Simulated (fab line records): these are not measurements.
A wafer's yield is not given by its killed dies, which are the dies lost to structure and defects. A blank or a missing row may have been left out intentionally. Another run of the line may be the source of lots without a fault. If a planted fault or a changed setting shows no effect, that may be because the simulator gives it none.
Comparing a struck lot with a sound one -- flow n5-finfet -- 16 out of 1938 route steps
Sound: these wafers, L766.2, L766.3, L766.6. Struck: wafer L773.6 (left out: L773.4, a lot-mate that was not struck); the cause follows at the end.
Per side, at each step with rows, come the tool, then ch with its chambers, and then its first start. Under that, the readings that differ: sound wafers -- struck wafers -- difference of the means -- sigmas: that difference in standard deviations of wafers without a fault.
alike: words and numbers the same on both sides, and readings whose means are apart by under 2 such deviations; not compared: readings that were withheld, readings missing a value for some wafer, numbers with overlapping values and no deviation given by the record, and bounds like >300 which may hide the same value.
Wherever a step has rows on one side only, a row that says differs or no value, or a row with sigmas, the two part there. When numbers do not overlap yet have no deviation, they are printed without sigmas and do not part them. A reading missing from all wafers of one side parts the sides only when that side holds two or more wafers.

first, 8 steps without rows for these wafers: N5_BEOL_M0_SAQP_COAT_81 (time 60 s, resist thk 100 nm); N5_BEOL_M0_SAQP_COAT_82 (time 60 s, resist thk 30 nm); N5_BEOL_M0_SAQP_COAT_08 (resist thk 90 nm); N5_BEOL_M0_SAQP_EBR_10; N5_BEOL_M0_SAQP_SOFTBAKE_09 (time 60 s); N5_BEOL_M0_SAQP_EXPOSE_11 (exposes mask M0 CORE, target cd 42 nm); N5_BEOL_M0_SAQP_PEB_12 (peb time 60 s); N5_BEOL_M0_SAQP_DEVELOP_13 (develop time 30 s).
N5_BEOL_M0_SAQP_CD_MEAS_14: target cd 42.5 nm.
  sound on cd-sem-01 ch 0, day 5 22:08; struck on cd-sem-02 ch 0, day 7 16:29
  alike: cd-nm
N5_BEOL_M0_SAQP_OVL_MEAS_15:
  sound on overlay-02 ch 0, day 5 22:10; struck on overlay-01 ch 0, day 7 16:30
  alike: M0_CORE_OVL
N5_BEOL_M0_SAQP_INSPECT_16: inspects for defects (brightfield).
  sound on defect-inspect-02 at day 5 22:11; struck on defect-inspect-02 at day 7 16:32
  alike: raw-defect-count
N5_BEOL_M0_SAQP_DESCUM_19: chemistry O2, time 7.9 s.
  sound on rie-diel-01 ch 1,2, day 5 22:13; struck on rie-diel-01 ch 3, day 7 16:34
  alike: drypump-motor-current-A, oes-product-au, rf-vpp-V, showerhead-plenum-p-Torr, throttle-valve-pct
  not compared: rf-hours-counter-h
N5_BEOL_M0_SAQP_ETCH_83: etches SiARC in CF4, target depth 39 nm, time 65 s.
  sound on rie-diel-01 ch 1,2, day 5 22:16; struck on rie-diel-01 ch 3, day 7 16:35
reading,sound,struck,difference,sigmas
etch-rf-on-time-s (s),64.9 65.6 64.7,47.8,-17.3,-20
oes-product-au (a.u.),0.62 0.62 0.62,0.80,+0.18,+3
  alike: drypump-motor-current-A, rf-vpp-V, showerhead-plenum-p-Torr, throttle-valve-pct
  not compared: rf-hours-counter-h
N5_BEOL_M0_SAQP_ETCH_84: etches SOC in N2/H2, target depth 100 nm, overetch 20 nm, time 150 s.
  sound on rie-diel-01 ch 1,2, day 5 22:19; struck on rie-diel-01 ch 3, day 7 16:38
  alike: drypump-motor-current-A, oes-product-au, rf-vpp-V, showerhead-plenum-p-Torr, throttle-valve-pct
  not compared: rf-hours-counter-h
-- the record jumps here: 3 days lie between the struck wafers' starts before and after (it left off in module BEOL_M0_SAQP and takes up again in module BEOL_M4, whose first step shown is number 1111 of the route) --
N5_BEOL_M4_RC_MEAS_101:
  sound on prober-01 ch 0, day 8 18:54; struck on prober-01 ch 0, day 10 22:51
  alike: DIBL_N, DIBL_P, IOFF_N, IOFF_P, ION_N, ION_P, SS_N, SS_P, VT_N, VT_P
-- here the record skips 4 days between the struck wafers' starts before and after, leaving off in module BEOL_M4 and picking up in module PASSIVATION (first step shown: number 1936 of the route) --
N5_PASSIVATION_PROBE_49:
  sound on prober-02 at day 13 04:10; struck on prober-02 at day 15 10:26
  alike: defect-limited-yield, killed_at_M0_to_M3, killed_at_M4_up, killed-at-contacts, killed-at-front-end, killed-at-other, killed-dies, killed-on-rim, killed-open, killed-short, sort_bin_5_function, sort_bin_6_memory, sort-n-pass, sort-yield-pct

## WHERE THEY PART
Only at N5_BEOL_M0_SAQP_ETCH_83, within this record. Later steps at which nothing parts them and some readings are alike: N5_BEOL_M0_SAQP_ETCH_84, N5_BEOL_M4_RC_MEAS_101, N5_PASSIVATION_PROBE_49.

WHY: the cause the simulator had injected
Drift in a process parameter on rie-diel-01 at N5_BEOL_M0_SAQP_ETCH_83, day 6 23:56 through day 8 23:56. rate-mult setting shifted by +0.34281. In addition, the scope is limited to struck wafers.
